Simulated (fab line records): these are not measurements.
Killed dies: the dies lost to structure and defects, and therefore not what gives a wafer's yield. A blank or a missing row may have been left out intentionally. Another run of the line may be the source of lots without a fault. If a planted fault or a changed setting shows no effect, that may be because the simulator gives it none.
Struck lot and sound lot, side by side	flow nandHarc	17 steps out of a route of 1159
Sound: these wafers, L225.1, L225.3, L225.6. Wafers L242.1, L242.2, L242.6 were the ones struck. The cause is given at the end.
At each step with rows: each side's tool, then ch and its chambers, then its first start. Under that, the readings that differ: sound wafers	struck wafers	difference of the means	sigmas: that difference in standard deviations of wafers without a fault.
alike: same words and numbers on both sides, and readings whose means sit less than 2 such deviations apart. not compared: any withheld reading, any reading some wafer has no value for, any bound like >300 that may hide the same value, and any number with overlapping values for which the record gives no deviation.
Wherever a step has rows on one side only, a row that says differs or no value, or a row with sigmas, the two part there. Non-overlapping numbers with no deviation appear without sigmas and do not part them. A reading that every wafer of one side lacks parts them only if that side has two wafers or more.

NHARC_A_STAIRCASE_CMP_472: polishes SiO2.
  sound on cmp-01 ch 1,3, day 14 14:35; struck on cmp-02 ch 0,1,3, day 19 04:22
  alike: motorCurrentA
following that, these wafers have no rows for 1 step: NHARC_A_STAIRCASE_SRD_474.
NHARC_A_STAIRCASE_INSPECT_155:
  sound on defectInspect-01, day 14 14:55; struck on defectInspect-01, day 19 04:43
  alike: rawDefectCount
NHARC_A_SGD_CUT_DEP_00: deposits SiNx, target thk 50 nm.
  sound on pecvd-03 ch 0,1,2, day 14 14:59; struck on pecvd-03 ch 0,1,2, day 19 04:47
  alike: heaterPowerW
then, 7 steps without rows for these wafers: NHARC_A_SGD_CUT_DEHYDRATE_01 (time 120 s); NHARC_A_SGD_CUT_HMDS_02 (time 30 s); NHARC_A_SGD_CUT_COAT_56 (time 75 s); NHARC_A_SGD_CUT_COAT_57 (time 65 s); NHARC_A_SGD_CUT_COAT_03 (resist thk 90 nm); NHARC_A_SGD_CUT_SOFTBAKE_04 (time 55 s); NHARC_A_SGD_CUT_EBR_05.
NHARC_A_SGD_CUT_EXPOSE_06: exposes mask SGD.
  sound on arfiScanner-03 ch 0, day 14 15:34; struck on arfiScanner-03 ch 0, day 19 05:22
reading	sound	struck	difference	sigmas
exposureDoseMJCm2	85.5 85.5 85.5	94.4 94.6 94.4	+9.0	+12
  alike: mask, reticleTempC
then, 2 steps without rows for these wafers: NHARC_A_SGD_CUT_PEB_07 (peb time 65 s); NHARC_A_SGD_CUT_DEVELOP_08 (develop time 35 s).
NHARC_A_SGD_CUT_CD_MEAS_09 targets a cd of 100 nm.
  sound on cdSem-03 ch 0, day 14 15:42; struck on cdSem-01 ch 0, day 19 05:31
reading	sound	struck	difference	sigmas
cdNm (nm)	100.0 99.4 100.2	107.2 108.1 107.7	+7.8	+16
NHARC_A_SGD_CUT_OVL_MEAS_10:
  sound on overlay-02, day 14 15:47; struck on overlay-01, day 19 05:36
  alike: overlayXNm, overlayYNm
following that, these wafers have no rows for 1 step: NHARC_END_SORT_01.

## WHERE THEY PART
Last at NHARC_A_SGD_CUT_CD_MEAS_09 as far as this record goes, first at NHARC_A_SGD_CUT_EXPOSE_06. Later steps at which nothing parts them and some readings are alike: NHARC_A_SGD_CUT_OVL_MEAS_10.

WHY: the cause the simulator had injected
Drift in process parameters on arfiScanner-03 at NHARC_A_SGD_CUT_EXPOSE_06, starting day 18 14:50. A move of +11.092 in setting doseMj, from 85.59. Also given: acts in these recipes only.
